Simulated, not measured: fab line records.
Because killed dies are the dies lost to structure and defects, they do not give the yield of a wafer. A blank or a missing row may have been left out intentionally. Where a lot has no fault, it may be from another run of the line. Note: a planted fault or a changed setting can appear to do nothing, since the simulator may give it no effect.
Matching of chambers || flow nandHarc || NHARC_P_M1_CMP_23 on cmp-03 has 4 sister chambers
The step polishes, t overpolish 20 s, target thk 157.82 nm. 4 wafers are shown with their chamber, then 10 later ones without.

WAFERS WITH THEIR CHAMBER
{"wafer": "L084.5", "chamber": 1, "motorCurrentA (A)": 12.0}
{"wafer": "L088.1", "chamber": 0, "motorCurrentA (A)": 12.2}
{"wafer": "L086.2", "chamber": 2, "motorCurrentA (A)": 11.7}
{"wafer": "L086.3", "chamber": 3, "motorCurrentA (A)": 13.7}

WAFERS WITHOUT THEIR CHAMBER
{"wafer": "L086.5", "motorCurrentA (A)": 12.2}
{"wafer": "L092.3", "motorCurrentA (A)": 14.0}
{"wafer": "L092.5", "motorCurrentA (A)": 12.0}
{"wafer": "L092.6", "motorCurrentA (A)": 11.9}
{"wafer": "L094.1", "motorCurrentA (A)": 11.8}
{"wafer": "L094.3", "motorCurrentA (A)": 13.6}
{"wafer": "L094.6", "motorCurrentA (A)": 13.2}
{"wafer": "L094.2", "motorCurrentA (A)": 12.6}
{"wafer": "L094.4", "motorCurrentA (A)": 12.2}
{"wafer": "L094.5", "motorCurrentA (A)": 13.2}

WHICH CHAMBER EACH ONE RAN IN
{"wafer": "L086.5", "from the rows above": "can't be placed: 0 or 1 or 2", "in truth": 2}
{"wafer": "L092.3", "from the rows above": 3, "in truth": 3}
{"wafer": "L092.5", "from the rows above": "can't be placed: 1 or 0 or 2", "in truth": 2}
{"wafer": "L092.6", "from the rows above": "can't be placed: 1 or 2 or 0", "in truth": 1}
{"wafer": "L094.1", "from the rows above": "can't be placed: 2 or 1 or 0", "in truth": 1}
{"wafer": "L094.3", "from the rows above": 3, "in truth": 3}
{"wafer": "L094.6", "from the rows above": "can't be placed: 3 or 0", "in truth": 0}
{"wafer": "L094.2", "from the rows above": "can't be placed: 0 or 1 or 2", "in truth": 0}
{"wafer": "L094.4", "from the rows above": "can't be placed: 0 or 1 or 2", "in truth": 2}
{"wafer": "L094.5", "from the rows above": "can't be placed: 3 or 0", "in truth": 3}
Correctly placed: 2 of 10. Cannot be placed on the basis of these rows: 8; the candidates contain the true chamber in 8. Placed wrongly: 0.
How it was worked out, from the rows above alone: a wafer's distance from a chamber is the root of the sum, over the readings, of the square of ((its reading less the chamber's mean) divided by the reading's scatter). If the next closest chamber is less than 2 further off than the closest, the wafer can't be placed; otherwise it belongs to the closest. For every chamber, the mean is computed from those of its wafers that are shown. The scatter: with one shown wafer a chamber, the root of the mean of the squares of how far each hidden wafer lies from its nearest shown one.
